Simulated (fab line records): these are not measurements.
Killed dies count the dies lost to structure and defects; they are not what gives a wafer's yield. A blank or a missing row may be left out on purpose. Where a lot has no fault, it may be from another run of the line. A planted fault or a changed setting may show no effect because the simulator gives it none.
fab line records / flow nand_harc
[record] lots = 14 wafers = 42 last_day = 25
route steps=1159 shown A_M1@1036 A_BONDPAD@1067 END@1159
lots that met no fault: taken from a fault-free run of the same line
start_h: hours from the record's opening day to when the first of the lot's shown wafers began / wait_h: hours from the lot's prior step to this one / " repeats the value in the row above / L1.1+2: a row that stands for several wafers / - either no value or no given start / * or withheld: withheld / < > ~ a bound
route shown NAME@n: NAME is a module with steps in the file, n the number in the route of the first one / usual: mean/standard deviation taken from wafers without a fault / same: alike in all rows / chamber/n: place in a boat / sites: each site's reading / _std_site: the values' standard deviation / _edge_site: the outer-site mean with the inner-site mean subtracted / radius_mm: how far each site lies from the wafer's centre / mask NAME#n: copy n / behind: tool/chamber where the wafer was last shaped / hold: the reason the lot was held/the length of the hold in hours/how it ended / device: names the non-switching transistor (n, p or np) / end of line: at the end of the route, the tests of the same wafers / a step given without rows: its recipe and nothing more / killed: the dies lost at the first sort to structure and to defects; this is not the yield of the wafer / map: a wafer's dies, x killed, . not, _ none there
set.NAME: the setting the step ran with; set.NAME@STEP: the setting that earlier step ran with / model.NAME: the simulator's own value behind a step, which no gauge read
steps of the route over a sample of lots; a table a step, a row a wafer
services: when a tool's chamber went out of use (start_h, in hours from the record's first day, below 0 if earlier), for how many hours, and the reason
[[steps]]
[step NHARC_A_M1_CD_MEAS_09]
[recipe] target_cd_nm = 120 landing_energy_ev = 500
[usual] cd_nm = 119.8/0.65
lot.wafer=L591.1 tool=cd_sem-03 chamber=0 start_h=403.08 wait_h=- cd_nm=119.0
lot.wafer=L591.2 tool=cd_sem-03 chamber=0 start_h=403.08 wait_h=- cd_nm=118.5
lot.wafer=L591.4 tool=cd_sem-03 chamber=0 start_h=403.08 wait_h=- cd_nm=119.9
lot.wafer=L590.3 tool=cd_sem-03 chamber=0 start_h=406.13 wait_h=- cd_nm=120.7
lot.wafer=L590.4 tool=cd_sem-03 chamber=0 start_h=406.13 wait_h=- cd_nm=120.4
lot.wafer=L590.6 tool=cd_sem-03 chamber=0 start_h=406.13 wait_h=- cd_nm=119.9
lot.wafer=L592.1 tool=cd_sem-02 chamber=0 start_h=415.84 wait_h=- cd_nm=119.6
lot.wafer=L592.2 tool=cd_sem-02 chamber=0 start_h=415.84 wait_h=- cd_nm=119.9
lot.wafer=L592.3 tool=cd_sem-02 chamber=0 start_h=415.84 wait_h=- cd_nm=119.3
lot.wafer=L589.2 tool=cd_sem-01 chamber=0 start_h=416.57 wait_h=- cd_nm=119.4
lot.wafer=L589.5 tool=cd_sem-01 chamber=0 start_h=416.57 wait_h=- cd_nm=119.7
lot.wafer=L589.6 tool=cd_sem-01 chamber=0 start_h=416.57 wait_h=- cd_nm=119.2
lot.wafer=L593.2 tool=cd_sem-01 chamber=0 start_h=417.47 wait_h=- cd_nm=120.2
lot.wafer=L593.4 tool=cd_sem-01 chamber=0 start_h=417.47 wait_h=- cd_nm=120.2
lot.wafer=L593.6 tool=cd_sem-01 chamber=0 start_h=417.47 wait_h=- cd_nm=119.0
lot.wafer=L594.1 tool=cd_sem-02 chamber=0 start_h=420.50 wait_h=- cd_nm=120.1
lot.wafer=L594.2 tool=cd_sem-02 chamber=0 start_h=420.50 wait_h=- cd_nm=119.2
lot.wafer=L594.4 tool=cd_sem-02 chamber=0 start_h=420.50 wait_h=- cd_nm=120.5
lot.wafer=L596.3 tool=cd_sem-03 chamber=0 start_h=449.95 wait_h=- cd_nm=120.6
lot.wafer=L596.4 tool=cd_sem-03 chamber=0 start_h=449.95 wait_h=- cd_nm=120.4
lot.wafer=L596.6 tool=cd_sem-03 chamber=0 start_h=449.95 wait_h=- cd_nm=120.5
lot.wafer=L603.1 tool=cd_sem-03 chamber=0 start_h=471.99 wait_h=- cd_nm=119.8
lot.wafer=L603.5 tool=cd_sem-03 chamber=0 start_h=471.99 wait_h=- cd_nm=120.0
lot.wafer=L603.6 tool=cd_sem-03 chamber=0 start_h=471.99 wait_h=- cd_nm=119.9
lot.wafer=L601.2 tool=cd_sem-01 chamber=0 start_h=472.84 wait_h=- cd_nm=120.6
lot.wafer=L601.3 tool=cd_sem-01 chamber=0 start_h=472.84 wait_h=- cd_nm=119.1
lot.wafer=L601.5 tool=cd_sem-01 chamber=0 start_h=472.84 wait_h=- cd_nm=120.3
lot.wafer=L605.3 tool=cd_sem-02 chamber=0 start_h=489.19 wait_h=- cd_nm=119.2
lot.wafer=L605.4 tool=cd_sem-02 chamber=0 start_h=489.19 wait_h=- cd_nm=118.9
lot.wafer=L605.5 tool=cd_sem-02 chamber=0 start_h=489.19 wait_h=- cd_nm=119.9
lot.wafer=L602.3 tool=cd_sem-01 chamber=0 start_h=496.35 wait_h=- cd_nm=119.5
lot.wafer=L602.4 tool=cd_sem-01 chamber=0 start_h=496.35 wait_h=- cd_nm=119.7
lot.wafer=L602.5 tool=cd_sem-01 chamber=0 start_h=496.35 wait_h=- cd_nm=119.7
lot.wafer=L608.1 tool=cd_sem-03 chamber=0 start_h=506.68 wait_h=- cd_nm=119.8
lot.wafer=L608.3 tool=cd_sem-03 chamber=0 start_h=506.68 wait_h=- cd_nm=119.5
lot.wafer=L608.5 tool=cd_sem-03 chamber=0 start_h=506.68 wait_h=- cd_nm=120.5
lot.wafer=L610.1 tool=cd_sem-02 chamber=0 start_h=523.42 wait_h=- cd_nm=118.8
lot.wafer=L610.2 tool=cd_sem-02 chamber=0 start_h=523.42 wait_h=- cd_nm=119.5
lot.wafer=L610.5 tool=cd_sem-02 chamber=0 start_h=523.42 wait_h=- cd_nm=119.6
lot.wafer=L611.1 tool=cd_sem-03 chamber=0 start_h=535.62 wait_h=- cd_nm=119.5
lot.wafer=L611.2 tool=cd_sem-03 chamber=0 start_h=535.62 wait_h=- cd_nm=119.5
lot.wafer=L611.3 tool=cd_sem-03 chamber=0 start_h=535.62 wait_h=- cd_nm=120.2
[step NHARC_A_M1_CD_MEAS_16]
[usual] cd_nm = 119.6/0.86
lot.wafer=L591.1 tool=cd_sem-01 chamber=- start_h=403.57 wait_h=- cd_nm=118.5
lot.wafer=L591.2 tool=cd_sem-01 chamber=- start_h=403.57 wait_h=- cd_nm=118.8
lot.wafer=L591.4 tool=cd_sem-01 chamber=- start_h=403.57 wait_h=- cd_nm=120.3
lot.wafer=L590.3 tool=cd_sem-01 chamber=- start_h=406.67 wait_h=- cd_nm=120.6
lot.wafer=L590.4 tool=cd_sem-01 chamber=- start_h=406.67 wait_h=- cd_nm=120.5
lot.wafer=L590.6 tool=cd_sem-01 chamber=- start_h=406.67 wait_h=- cd_nm=120.1
lot.wafer=L592.1 tool=cd_sem-03 chamber=- start_h=416.38 wait_h=- cd_nm=120.3
lot.wafer=L592.2 tool=cd_sem-03 chamber=- start_h=416.38 wait_h=- cd_nm=119.5
lot.wafer=L592.3 tool=cd_sem-03 chamber=- start_h=416.38 wait_h=- cd_nm=118.5
lot.wafer=L589.2 tool=cd_sem-03 chamber=- start_h=417.11 wait_h=- cd_nm=120.1
lot.wafer=L589.5 tool=cd_sem-03 chamber=- start_h=417.11 wait_h=- cd_nm=119.9
lot.wafer=L589.6 tool=cd_sem-03 chamber=- start_h=417.11 wait_h=- cd_nm=119.7
lot.wafer=L593.2 tool=cd_sem-01 chamber=- start_h=417.96 wait_h=- cd_nm=119.1
lot.wafer=L593.4 tool=cd_sem-01 chamber=- start_h=417.96 wait_h=- cd_nm=120.2
lot.wafer=L593.6 tool=cd_sem-01 chamber=- start_h=417.96 wait_h=- cd_nm=118.8
lot.wafer=L594.1 tool=cd_sem-03 chamber=- start_h=420.99 wait_h=- cd_nm=119.7
lot.wafer=L594.2 tool=cd_sem-03 chamber=- start_h=420.99 wait_h=- cd_nm=120.1
lot.wafer=L594.4 tool=cd_sem-03 chamber=- start_h=420.99 wait_h=- cd_nm=120.8
lot.wafer=L596.3 tool=cd_sem-03 chamber=- start_h=450.44 wait_h=- cd_nm=121.4
lot.wafer=L596.4 tool=cd_sem-03 chamber=- start_h=450.44 wait_h=- cd_nm=120.5
lot.wafer=L596.6 tool=cd_sem-03 chamber=- start_h=450.44 wait_h=- cd_nm=120.3
lot.wafer=L603.1 tool=cd_sem-03 chamber=- start_h=472.48 wait_h=- cd_nm=120.3
lot.wafer=L603.5 tool=cd_sem-03 chamber=- start_h=472.48 wait_h=- cd_nm=120.2
lot.wafer=L603.6 tool=cd_sem-03 chamber=- start_h=472.48 wait_h=- cd_nm=119.0
lot.wafer=L601.2 tool=cd_sem-02 chamber=- start_h=473.49 wait_h=- cd_nm=120.8
lot.wafer=L601.3 tool=cd_sem-02 chamber=- start_h=473.49 wait_h=- cd_nm=119.4
lot.wafer=L601.5 tool=cd_sem-02 chamber=- start_h=473.49 wait_h=- cd_nm=120.8
lot.wafer=L605.3 tool=cd_sem-03 chamber=- start_h=489.68 wait_h=- cd_nm=118.3
lot.wafer=L605.4 tool=cd_sem-03 chamber=- start_h=489.68 wait_h=- cd_nm=117.9
lot.wafer=L605.5 tool=cd_sem-03 chamber=- start_h=489.68 wait_h=- cd_nm=118.9
lot.wafer=L602.3 tool=cd_sem-01 chamber=- start_h=496.88 wait_h=- cd_nm=118.6
lot.wafer=L602.4 tool=cd_sem-01 chamber=- start_h=496.88 wait_h=- cd_nm=119.5
lot.wafer=L602.5 tool=cd_sem-01 chamber=- start_h=496.88 wait_h=- cd_nm=119.3
lot.wafer=L608.1 tool=cd_sem-03 chamber=- start_h=507.17 wait_h=- cd_nm=118.9
lot.wafer=L608.3 tool=cd_sem-03 chamber=- start_h=507.17 wait_h=- cd_nm=119.5
lot.wafer=L608.5 tool=cd_sem-03 chamber=- start_h=507.17 wait_h=- cd_nm=120.5
lot.wafer=L610.1 tool=cd_sem-01 chamber=- start_h=523.96 wait_h=- cd_nm=117.9
lot.wafer=L610.2 tool=cd_sem-01 chamber=- start_h=523.96 wait_h=- cd_nm=118.6
lot.wafer=L610.5 tool=cd_sem-01 chamber=- start_h=523.96 wait_h=- cd_nm=119.5
lot.wafer=L611.1 tool=cd_sem-01 chamber=- start_h=536.11 wait_h=- cd_nm=118.6
lot.wafer=L611.2 tool=cd_sem-01 chamber=- start_h=536.11 wait_h=- cd_nm=119.4
lot.wafer=L611.3 tool=cd_sem-01 chamber=- start_h=536.11 wait_h=- cd_nm=120.0
[step NHARC_A_BONDPAD_SOFTBAKE_04]
[recipe] temp_c = 125 time_s = 70
[usual] heater_power_total_W = 200.7/1.3
lot.wafer=L591.1 tool=litho_track-03 chamber=0 start_h=407 wait_h=- heater_power_total_W=200.7
lot.wafer=L591.2 tool=litho_track-03 chamber=0 start_h=407 wait_h=- heater_power_total_W=201.8
lot.wafer=L591.4 tool=litho_track-03 chamber=0 start_h=407 wait_h=- heater_power_total_W=198.8
lot.wafer=L590.3 tool=litho_track-02 chamber=0 start_h=410 wait_h=- heater_power_total_W=199.8
lot.wafer=L590.4 tool=litho_track-02 chamber=0 start_h=410 wait_h=- heater_power_total_W=200.3
lot.wafer=L590.6 tool=litho_track-02 chamber=0 start_h=410 wait_h=- heater_power_total_W=202.2
lot.wafer=L592.1 tool=litho_track-02 chamber=0 start_h=420 wait_h=- heater_power_total_W=201.3
lot.wafer=L592.2 tool=litho_track-02 chamber=0 start_h=420 wait_h=- heater_power_total_W=199.6
lot.wafer=L592.3 tool=litho_track-02 chamber=0 start_h=420 wait_h=- heater_power_total_W=199.7
lot.wafer=L589.2 tool=litho_track-07 chamber=0 start_h=420 wait_h=- heater_power_total_W=202.6
lot.wafer=L589.5 tool=litho_track-07 chamber=0 start_h=420 wait_h=- heater_power_total_W=199.6
lot.wafer=L589.6 tool=litho_track-07 chamber=0 start_h=420 wait_h=- heater_power_total_W=202.4
lot.wafer=L593.2 tool=litho_track-07 chamber=0 start_h=421 wait_h=- heater_power_total_W=202.6
lot.wafer=L593.4 tool=litho_track-07 chamber=0 start_h=421 wait_h=- heater_power_total_W=202.2
lot.wafer=L593.6 tool=litho_track-07 chamber=0 start_h=421 wait_h=- heater_power_total_W=202.5
lot.wafer=L594.1 tool=litho_track-03 chamber=0 start_h=424 wait_h=- heater_power_total_W=202.6
lot.wafer=L594.2 tool=litho_track-03 chamber=0 start_h=424 wait_h=- heater_power_total_W=198.8
lot.wafer=L594.4 tool=litho_track-03 chamber=0 start_h=424 wait_h=- heater_power_total_W=202.6
lot.wafer=L596.3 tool=litho_track-03 chamber=0 start_h=454 wait_h=- heater_power_total_W=199.0
lot.wafer=L596.4 tool=litho_track-03 chamber=0 start_h=454 wait_h=- heater_power_total_W=202.0
lot.wafer=L596.6 tool=litho_track-03 chamber=0 start_h=454 wait_h=- heater_power_total_W=202.5
lot.wafer=L603.1 tool=litho_track-02 chamber=0 start_h=476 wait_h=- heater_power_total_W=200.5
lot.wafer=L603.5 tool=litho_track-02 chamber=0 start_h=476 wait_h=- heater_power_total_W=201.1
lot.wafer=L603.6 tool=litho_track-02 chamber=0 start_h=476 wait_h=- heater_power_total_W=200.3
lot.wafer=L601.2 tool=litho_track-07 chamber=0 start_h=477 wait_h=- heater_power_total_W=339.0
lot.wafer=L601.3 tool=litho_track-07 chamber=0 start_h=477 wait_h=- heater_power_total_W=334.8
lot.wafer=L601.5 tool=litho_track-07 chamber=0 start_h=477 wait_h=- heater_power_total_W=335.4
lot.wafer=L605.3 tool=litho_track-02 chamber=0 start_h=493 wait_h=- heater_power_total_W=199.5
lot.wafer=L605.4 tool=litho_track-02 chamber=0 start_h=493 wait_h=- heater_power_total_W=200.3
lot.wafer=L605.5 tool=litho_track-02 chamber=0 start_h=493 wait_h=- heater_power_total_W=200.2
lot.wafer=L602.3 tool=litho_track-07 chamber=0 start_h=500 wait_h=- heater_power_total_W=334.6
lot.wafer=L602.4 tool=litho_track-07 chamber=0 start_h=500 wait_h=- heater_power_total_W=333.1
lot.wafer=L602.5 tool=litho_track-07 chamber=0 start_h=500 wait_h=- heater_power_total_W=332.1
lot.wafer=L608.1 tool=litho_track-02 chamber=0 start_h=510 wait_h=- heater_power_total_W=202.4
lot.wafer=L608.3 tool=litho_track-02 chamber=0 start_h=510 wait_h=- heater_power_total_W=201.3
lot.wafer=L608.5 tool=litho_track-02 chamber=0 start_h=510 wait_h=- heater_power_total_W=199.4
lot.wafer=L610.1 tool=litho_track-02 chamber=0 start_h=528 wait_h=- heater_power_total_W=202.3
lot.wafer=L610.2 tool=litho_track-02 chamber=0 start_h=528 wait_h=- heater_power_total_W=201.1
lot.wafer=L610.5 tool=litho_track-02 chamber=0 start_h=528 wait_h=- heater_power_total_W=200.7
lot.wafer=L611.1 tool=litho_track-02 chamber=0 start_h=539 wait_h=- heater_power_total_W=201.0
lot.wafer=L611.2 tool=litho_track-02 chamber=0 start_h=539 wait_h=- heater_power_total_W=200.7
lot.wafer=L611.3 tool=litho_track-02 chamber=0 start_h=539 wait_h=- heater_power_total_W=200.2
[step NHARC_A_BONDPAD_CD_MEAS_13]
[usual] cd_nm = 499.7/2.1
lot.wafer=L591.1 tool=cd_sem-01 chamber=- start_h=408.21 wait_h=- cd_nm=498.8
lot.wafer=L591.2 tool=cd_sem-01 chamber=- start_h=408.21 wait_h=- cd_nm=500.6
lot.wafer=L591.4 tool=cd_sem-01 chamber=- start_h=408.21 wait_h=- cd_nm=502.1
lot.wafer=L590.3 tool=cd_sem-03 chamber=- start_h=411.39 wait_h=- cd_nm=504.2
lot.wafer=L590.4 tool=cd_sem-03 chamber=- start_h=411.39 wait_h=- cd_nm=504.1
lot.wafer=L590.6 tool=cd_sem-03 chamber=- start_h=411.39 wait_h=- cd_nm=501.9
lot.wafer=L592.1 tool=cd_sem-02 chamber=- start_h=421.27 wait_h=- cd_nm=497.1
lot.wafer=L592.2 tool=cd_sem-02 chamber=- start_h=421.27 wait_h=- cd_nm=497.7
lot.wafer=L592.3 tool=cd_sem-02 chamber=- start_h=421.27 wait_h=- cd_nm=496.8
lot.wafer=L589.2 tool=cd_sem-01 chamber=- start_h=421.90 wait_h=- cd_nm=496.0
lot.wafer=L589.5 tool=cd_sem-01 chamber=- start_h=421.90 wait_h=- cd_nm=502.2
lot.wafer=L589.6 tool=cd_sem-01 chamber=- start_h=421.90 wait_h=- cd_nm=500.5
lot.wafer=L593.2 tool=cd_sem-01 chamber=- start_h=422.89 wait_h=- cd_nm=499.0
lot.wafer=L593.4 tool=cd_sem-01 chamber=- start_h=422.89 wait_h=- cd_nm=500.4
lot.wafer=L593.6 tool=cd_sem-01 chamber=- start_h=422.89 wait_h=- cd_nm=502.9
lot.wafer=L594.1 tool=cd_sem-03 chamber=- start_h=425.87 wait_h=- cd_nm=502.4
lot.wafer=L594.2 tool=cd_sem-03 chamber=- start_h=425.87 wait_h=- cd_nm=501.1
lot.wafer=L594.4 tool=cd_sem-03 chamber=- start_h=425.87 wait_h=- cd_nm=502.4
lot.wafer=L596.3 tool=cd_sem-03 chamber=- start_h=455.07 wait_h=- cd_nm=503.5
lot.wafer=L596.4 tool=cd_sem-03 chamber=- start_h=455.07 wait_h=- cd_nm=499.7
lot.wafer=L596.6 tool=cd_sem-03 chamber=- start_h=455.07 wait_h=- cd_nm=505.2
lot.wafer=L603.1 tool=cd_sem-01 chamber=- start_h=477.24 wait_h=- cd_nm=501.9
lot.wafer=L603.5 tool=cd_sem-01 chamber=- start_h=477.24 wait_h=- cd_nm=502.9
lot.wafer=L603.6 tool=cd_sem-01 chamber=- start_h=477.24 wait_h=- cd_nm=499.7
lot.wafer=L601.2 tool=cd_sem-01 chamber=- start_h=478.80 wait_h=- cd_nm=498.0
lot.wafer=L601.3 tool=cd_sem-01 chamber=- start_h=478.80 wait_h=- cd_nm=502.0
lot.wafer=L601.5 tool=cd_sem-01 chamber=- start_h=478.80 wait_h=- cd_nm=499.1
lot.wafer=L605.3 tool=cd_sem-01 chamber=- start_h=494.40 wait_h=- cd_nm=501.3
lot.wafer=L605.4 tool=cd_sem-01 chamber=- start_h=494.40 wait_h=- cd_nm=500.6
lot.wafer=L605.5 tool=cd_sem-01 chamber=- start_h=494.40 wait_h=- cd_nm=501.0
lot.wafer=L602.3 tool=cd_sem-03 chamber=- start_h=501.74 wait_h=- cd_nm=498.9
lot.wafer=L602.4 tool=cd_sem-03 chamber=- start_h=501.74 wait_h=- cd_nm=499.3
lot.wafer=L602.5 tool=cd_sem-03 chamber=- start_h=501.74 wait_h=- cd_nm=501.2
lot.wafer=L608.1 tool=cd_sem-03 chamber=- start_h=511.96 wait_h=- cd_nm=498.4
lot.wafer=L608.3 tool=cd_sem-03 chamber=- start_h=511.96 wait_h=- cd_nm=501.8
lot.wafer=L608.5 tool=cd_sem-03 chamber=- start_h=511.96 wait_h=- cd_nm=498.0
lot.wafer=L610.1 tool=cd_sem-03 chamber=- start_h=529.05 wait_h=- cd_nm=502.3
lot.wafer=L610.2 tool=cd_sem-03 chamber=- start_h=529.05 wait_h=- cd_nm=498.1
lot.wafer=L610.5 tool=cd_sem-03 chamber=- start_h=529.05 wait_h=- cd_nm=499.9
lot.wafer=L611.1 tool=cd_sem-02 chamber=- start_h=540.84 wait_h=- cd_nm=500.6
lot.wafer=L611.2 tool=cd_sem-02 chamber=- start_h=540.84 wait_h=- cd_nm=498.8
lot.wafer=L611.3 tool=cd_sem-02 chamber=- start_h=540.84 wait_h=- cd_nm=502.1
[step NHARC_END_SORT_01]
[recipe] temp_c = 25
[usual] defect_limited_yield = 95.3/1.3 killed_at_array = 28/9.1 killed_at_other = 0.6/0.87 killed_at_periphery = 3.4/2.7 killed_dies = 32/9 killed_open = 3.2/1.9 killed_short = 2.0/1.3 sort_bin_2_pct = 1.5/0.57 sort_bin_3_pct = 0.26/0.22 sort_bin_4_pct = 2.9/0.91 sort_n_pass = 645/9 sort_rim_yield_pct = 93/3.3 sort_yield_pct = 95.3/1.3
[same] gross_dies = 677 sort_bin_5_pct[%] = 0 sort_bin_6_pct[%] = 0 sort_bin_7_pct[%] = 0 sort_bin_8_pct[%] = 0 sort_rim_n_gross = 106.00
lot.wafer=L603.1 tool=prober-02 chamber=0 start_h=517.62 wait_h=2.5 defect_limited_yield[%]=95.6 killed_at_array=28 killed_at_other=1 killed_at_periphery=1 killed_dies=30 killed_open=2 killed_short=1 sort_bin_2_pct[%]=1.2 sort_bin_3_pct[%]=0.30 sort_bin_4_pct[%]=3.0 sort_n_pass=647 sort_rim_yield_pct[%]=95 sort_yield_pct[%]=95.6
lot.wafer=L603.5 tool=prober-02 chamber=0 start_h=520.86 wait_h=3.7 defect_limited_yield[%]=95.0 killed_at_array=29 killed_at_other=0 killed_at_periphery=5 killed_dies=34 killed_open=3 killed_short=2 sort_bin_2_pct[%]=0.9 sort_bin_3_pct[%]=0.30 sort_bin_4_pct[%]=3.8 sort_n_pass=643 sort_rim_yield_pct[%]=96 sort_yield_pct[%]=95.0
lot.wafer=L603.6 tool=prober-02 chamber=0 start_h=521.67 wait_h=4.0 defect_limited_yield[%]=95.4 killed_at_array=26 killed_at_other=0 killed_at_periphery=5 killed_dies=31 killed_open=5 killed_short=2 sort_bin_2_pct[%]=1.6 sort_bin_3_pct[%]=0 sort_bin_4_pct[%]=3.0 sort_n_pass=646 sort_rim_yield_pct[%]=93 sort_yield_pct[%]=95.4
// killed by level:class
L603.1 A_SLIT:chamber_film_flake=14 A_CHANNEL_HOLE_D1:chamber_film_flake=6 A_CONTACT:chamber_film_flake=3 A_M1:geometric_particle:open=1 A_M0:geometric_particle:open=1 STARTING-WAFER:geometric_particle:short=1 P_GATE:chamber_film_flake=1 A_ZERO_WELL:chamber_film_flake=1
L603.5 A_SLIT:chamber_film_flake=16 A_CHANNEL_HOLE_D1:chamber_film_flake=6 P_GATE:chamber_film_flake=2 A_STAIRCASE:chamber_film_flake=2 P_CONTACT:geometric_particle:short=1 P_M1:geometric_particle:open=1 A_SOURCE_PLATE:geometric_particle:open=1 A_M0:geometric_particle:short=1
L603.6 A_SLIT:chamber_film_flake=12 A_CHANNEL_HOLE_D1:chamber_film_flake=4 A_CONTACT:chamber_film_flake=3 P_M0:geometric_particle:open=1 P_M1:geometric_particle:open=1 A_CHANNEL_FILL_D1:geometric_particle:short=1 A_SGD_CUT:geometric_particle:short=1 A_CONTACT:geometric_particle:open=1
[[services]]
tool=litho_track-03 chamber=- start_h=388.00 hours=7.0 kind=pm
tool=litho_track-03 chamber=- start_h=475.48 hours=- kind=consumable_replace:filter
tool=litho_track-02 chamber=- start_h=515.00 hours=7.0 kind=pm
tool=litho_track-07 chamber=- start_h=539.00 hours=7.0 kind=pm
[[key]]
[first_sign] step = NHARC_A_BONDPAD_SOFTBAKE_04 reading = heater_power_total_W direction = up sigmas = 99+ usual = * struck = *
effect none on later readings
met_at NHARC_A_BONDPAD_SOFTBAKE_04
struck_lots L601,L602
not_acting_at NHARC_A_M1_CD_MEAS_09,NHARC_A_M1_CD_MEAS_16,NHARC_A_BONDPAD_CD_MEAS_13
[fault] kind = process_parameter_drift tool = litho_track-07 chamber = - onset_h = 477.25 steps = NHARC_A_BONDPAD_SOFTBAKE_04 channel = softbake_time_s offset = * shape = step end_h = 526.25 acts_in = * stated = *
